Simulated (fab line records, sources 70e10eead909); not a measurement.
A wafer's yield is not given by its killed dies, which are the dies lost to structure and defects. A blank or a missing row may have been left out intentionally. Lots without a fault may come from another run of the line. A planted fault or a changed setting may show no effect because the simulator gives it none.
Matching of chambers    flow nand-harc    NHARC_P_M1_CMP_23 on cmp-03 has 4 sister chambers
The step polishes, t overpolish 20 s, target thk 157.82 nm. 8 wafers are shown with their chamber, then 9 later ones without.

## WAFERS WITH THEIR CHAMBER
wafer   chamber  motor-current-A (A)  time-to-endpoint-s (s)
L077.5  3        13.6                 33
L078.6  3        13.0                 32
L082.5  2        12.1                 30
L085.5  0        10.5                 27
L085.6  1        11.6                 24
L088.1  2        11.8                 27
L088.2  0        10.5                 27
L088.3  1        11.2                 25

## WAFERS WHOSE CHAMBER IS MISSING
wafer   motor-current-A (A)  time-to-endpoint-s (s)
L088.4  12.4                 30
L088.5  10.4                 27
L088.6  12.7                 30
L093.2  13.1                 28
L093.3  10.4                 24
L093.4  11.3                 24
L094.4  10.0                 26
L094.5  12.9                 28
L094.6  12.1                 26

## EACH ONE'S CHAMBER
wafer   from the rows above      in truth
L088.4  can't be placed: 2 or 3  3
L088.5  0                        0
L088.6  can't be placed: 2 or 3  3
L093.2  can't be placed: 3 or 2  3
L093.3  can't be placed: 0 or 1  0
L093.4  1                        1
L094.4  0                        0
L094.5  can't be placed: 2 or 3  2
L094.6  can't be placed: 2 or 1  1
Correctly placed: 3 of 9. Not placeable from these rows: 6 (in 6, the candidates include the true chamber). Placed wrongly: 0.
How it was worked out, from the rows above alone: a wafer's distance from a chamber is the root of the sum, over the readings, of the square of ((its reading less the chamber's mean) divided by the reading's scatter). The wafer belongs to the nearest chamber; if the next one is less than 2 further off, it can't be placed. The mean given for a chamber averages the wafers shown for that chamber. The scatter is the square root of a quotient: the sum, over the shown wafers, of each reading's squared deviation from its chamber's mean, divided by wafers minus chambers.
